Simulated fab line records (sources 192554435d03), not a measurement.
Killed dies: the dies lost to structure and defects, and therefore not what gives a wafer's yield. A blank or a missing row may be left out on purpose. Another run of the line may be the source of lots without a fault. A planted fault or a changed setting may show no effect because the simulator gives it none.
The tool behind it: which one? | flow n5_finfet | 29 wafers from 10 lots sampled at 7 of the route's 1938 steps

== WHAT EACH GAUGE READ, for each wafer ==
N5_BEOL_M4_INSPECT_59: inspects for defects (darkfield). Usual: raw_defect_count reads 81 (standard deviation 27).
lot  | measured     | on                | raw_defect_count | flag
L153 | day 8 17:16  | defect_inspect-01 | 103 63 89        |
L157 | day 9 06:23  | defect_inspect-02 | 104 113 62       |
L159 | day 10 00:47 | defect_inspect-02 | 443 84 391       | OFF
L161 | day 10 08:37 | defect_inspect-01 | 101 520 72       | OFF
L165 | day 11 15:47 | defect_inspect-01 | 79 91 89         |
L169 | day 12 03:31 | defect_inspect-02 | 92 74 70         |
L168 | day 12 13:42 | defect_inspect-01 | 190 73 91        |
L170 | day 13 04:55 | defect_inspect-01 | 68 62 45         |
L172 | day 13 17:20 | defect_inspect-01 | 75 57 170        |
L174 | day 13 23:31 | defect_inspect-01 | 49 75            |

N5_BEOL_M5_INSPECT_13: inspects for defects (brightfield). Usual: raw_defect_count reads 472 (standard deviation 110).
lot  | measured     | on                | raw_defect_count | flag
L153 | day 8 20:41  | defect_inspect-01 | 589 679 700      |
L157 | day 9 10:31  | defect_inspect-02 | 559 527 438      |
L159 | day 10 05:19 | defect_inspect-02 | 975 551 917      | OFF
L161 | day 10 12:33 | defect_inspect-01 | 495 930 447      |
L165 | day 11 18:51 | defect_inspect-02 | 476 539 592      |
L169 | day 12 08:03 | defect_inspect-01 | 497 428 500      |
L168 | day 12 17:13 | defect_inspect-02 | 862 508 655      |
L170 | day 13 07:38 | defect_inspect-02 | 391 370 295      |
L172 | day 13 20:31 | defect_inspect-01 | 505 431 681      |
L174 | day 14 02:52 | defect_inspect-02 | 398 495          |

N5_BEOL_M5_INSPECT_30: inspects for defects (brightfield). Usual: raw_defect_count reads 477 (standard deviation 120).
lot  | measured     | on                | raw_defect_count | flag
L153 | day 8 22:46  | defect_inspect-02 | 622 790 781      |
L157 | day 9 12:52  | defect_inspect-02 | 567 534 426      |
L159 | day 10 06:35 | defect_inspect-02 | 996 533 935      |
L161 | day 10 13:33 | defect_inspect-01 | 466 972 419      |
L165 | day 11 21:29 | defect_inspect-02 | 490 527 590      |
L169 | day 12 09:11 | defect_inspect-01 | 499 433 530      |
L168 | day 12 18:56 | defect_inspect-01 | 802 476 622      |
L170 | day 13 08:41 | defect_inspect-01 | 371 320 266      |
L172 | day 13 22:34 | defect_inspect-02 | 543 464 759      |
L174 | day 14 04:52 | defect_inspect-02 | 397 486          |

== WHAT TOOL EACH LOT RAN ON (gives the tool, then ch and the chambers of the sampled wafers, and finally the start) ==
lot  | N5_BEOL_M4_ANNEAL_80         | N5_BEOL_M4_SPUTTER_81        | N5_BEOL_M4_CMP_52             | N5_BEOL_M4_CO_CAP_55
L153 | pvd_sputter-01, day 8 09:56  | pvd_sputter-01, day 8 10:04  | cmp-03 ch 0,2,3, day 8 16:26  | cvd_co-01 ch 0,1, day 8 17:03
L157 | pvd_sputter-03, day 9 03:51  | pvd_sputter-03, day 9 03:59  | cmp-03 ch 0,2,3, day 9 05:50  | cvd_co-01 ch 0,2, day 9 06:10
L159 | pvd_sputter-02, day 9 22:12  | pvd_sputter-02, day 9 22:20  | cmp-03 ch 0,1, day 10 00:12   | cvd_co-01 ch 0,1, day 10 00:35
L161 | pvd_sputter-02, day 10 06:05 | pvd_sputter-02, day 10 06:13 | cmp-03 ch 0,1,3, day 10 08:07 | cvd_co-02 ch 0,1,2, day 10 08:24
L165 | pvd_sputter-01, day 11 13:04 | pvd_sputter-01, day 11 13:12 | cmp-02 ch 0,1,3, day 11 15:17 | cvd_co-02 ch 0,1,2, day 11 15:35
L169 | pvd_sputter-01, day 12 00:59 | pvd_sputter-01, day 12 01:08 | cmp-02 ch 0,1,2, day 12 02:59 | cvd_co-01 ch 0,1,2, day 12 03:19
L168 | pvd_sputter-03, day 12 11:10 | pvd_sputter-03, day 12 11:18 | cmp-02 ch 0,2, day 12 13:09   | cvd_co-02 ch 0,1,2, day 12 13:29
L170 | pvd_sputter-01, day 13 02:16 | pvd_sputter-01, day 13 02:25 | cmp-02 ch 1,2, day 13 04:14   | cvd_co-02 ch 1,2, day 13 04:41
L172 | pvd_sputter-02, day 13 13:02 | pvd_sputter-02, day 13 13:11 | cmp-03 ch 0,1, day 13 16:29   | cvd_co-02 ch 1,2, day 13 17:05
L174 | pvd_sputter-03, day 13 21:03 | pvd_sputter-03, day 13 21:10 | cmp-03 ch 1,2, day 13 23:05   | cvd_co-01 ch 0,1, day 13 23:20
- N5_BEOL_M4_ANNEAL_80: time 240 s.
- N5_BEOL_M4_SPUTTER_81: material Cu, target thk 4.5 nm, time 8.29 s.
- N5_BEOL_M4_CMP_52: polishes, stops on SiOC, t overpolish 6.8 s, target thk 40 nm.
- N5_BEOL_M4_CO_CAP_55: material Co, precursor CCTBA/H2, target thk 2 nm, time 102.1 s.

== WHAT THE TOOLS THEMSELVES READ (means of the sampled wafers that have a number; where no wafer has one, the mark that the record gives instead) ==
N5_BEOL_M4_ANNEAL_80. Usual: heater_power_w reads 827 W (standard deviation 100).
lot  | tool           | heater_power_w (W) | flag
L153 | pvd_sputter-01 | 825                |
L157 | pvd_sputter-03 | 821                |
L159 | pvd_sputter-02 | 964                |
L161 | pvd_sputter-02 | 861                |
L165 | pvd_sputter-01 | 840                |
L169 | pvd_sputter-01 | 784                |
L168 | pvd_sputter-03 | 801                |
L170 | pvd_sputter-01 | 783                |
L172 | pvd_sputter-02 | 863                |
L174 | pvd_sputter-03 | 830                |

N5_BEOL_M4_SPUTTER_81. Usual: chamber_pressure_pa 0.06999 Pa, standard deviation 0.00014; chuck_sensor_temp_C -16.0 C, standard deviation 0.4; throttle_valve_pct 30.4 %, standard deviation 1.3.
lot  | tool           | chamber_pressure_pa (Pa) | chuck_sensor_temp_C (C) | throttle_valve_pct (%) | flag
L153 | pvd_sputter-01 | 0.06983                  | -15.9                   | 30.0                   |
L157 | pvd_sputter-03 | 0.06993                  | -16.0                   | 29.8                   |
L159 | pvd_sputter-02 | 0.06999                  | -15.9                   | 30.0                   |
L161 | pvd_sputter-02 | 0.07004                  | -15.8                   | 30.2                   |
L165 | pvd_sputter-01 | 0.06999                  | -16.2                   | 31.0                   |
L169 | pvd_sputter-01 | 0.07005                  | -15.9                   | 29.5                   |
L168 | pvd_sputter-03 | 0.07011                  | -16.0                   | 29.7                   |
L170 | pvd_sputter-01 | 0.06990                  | -15.8                   | 29.6                   |
L172 | pvd_sputter-02 | 0.07010                  | -15.8                   | 30.0                   |
L174 | pvd_sputter-03 | 0.06984                  | -15.8                   | 30.2                   |

N5_BEOL_M4_CMP_52. Usual: barrier_field_endpoint_s 24.7 s, standard deviation 0.63; motor_current_A 6.0 A, standard deviation 0.65; overpolish_run_s 6.801 s, standard deviation 0.0091; slurry_flow_ml_min 150.0, standard deviation 0.5; time_to_endpoint_s 63 s, standard deviation 3.4.
lot  | tool   | barrier_field_endpoint_s (s) | motor_current_A (A) | overpolish_run_s (s) | slurry_flow_ml_min | time_to_endpoint_s (s) | flag
L153 | cmp-03 | 24.7                         | 5.7                 | 6.789                | 150.1              | 63                     |
L157 | cmp-03 | 24.7                         | 5.6                 | 6.801                | 150.1              | 64                     |
L159 | cmp-03 | 24.5                         | 6.2                 | 6.805                | 150.1              | 64                     |
L161 | cmp-03 | 24.0                         | 6.1                 | 6.806                | 150.6              | 61                     |
L165 | cmp-02 | 24.5                         | 5.9                 | 6.806                | 149.7              | 61                     |
L169 | cmp-02 | 24.7                         | 6.4                 | 6.807                | 149.9              | 61                     |
L168 | cmp-02 | 23.8                         | 6.7                 | 6.800                | 149.7              | 61                     |
L170 | cmp-02 | 24.7                         | 7.1                 | 6.802                | 150.2              | 61                     |
L172 | cmp-03 | 24.2                         | 5.8                 | 6.804                | 150.4              | 58                     |
L174 | cmp-03 | 24.7                         | 5.4                 | 6.794                | 150.9              | 60                     |

N5_BEOL_M4_CO_CAP_55. Usual: heater_power_w reads 262 W (standard deviation 33).
lot  | tool      | heater_power_w (W) | flag
L153 | cvd_co-01 | 254                |
L157 | cvd_co-01 | 228                |
L159 | cvd_co-01 | 282                |
L161 | cvd_co-02 | 260                |
L165 | cvd_co-02 | 262                |
L169 | cvd_co-01 | 259                |
L168 | cvd_co-02 | 266                |
L170 | cvd_co-02 | 286                |
L172 | cvd_co-02 | 269                |
L174 | cvd_co-01 | 266                |

== THE ANSWER, worked out from the rows above alone ==
Rule: take the mean of a lot's wafers that have a number; if it is more than 3 standard deviations from the usual mean, the lot is off. A lot without any number at a reading at which 4 lots or more have one is off too. Any other lot the step has rows for is counted as sound. The gauges are gone through in route order, then the tools' own readings, and for those a lot's mean is taken as printed above. At the first step where some lot is off, the reading lying furthest off is the one used; lots without a number count as furthest.
Off, at N5_BEOL_M4_INSPECT_59 on raw_defect_count: L159, L161.
A tool fits if, at a process step before that reading, it ran every lot that is off, and no sound lot after the first of them. Gauges at N5_BEOL_M4_INSPECT_59: tried the same way as those tools. No candidate that was tried fits.

== WHAT WAS PUT IN BY THE SIMULATOR ==
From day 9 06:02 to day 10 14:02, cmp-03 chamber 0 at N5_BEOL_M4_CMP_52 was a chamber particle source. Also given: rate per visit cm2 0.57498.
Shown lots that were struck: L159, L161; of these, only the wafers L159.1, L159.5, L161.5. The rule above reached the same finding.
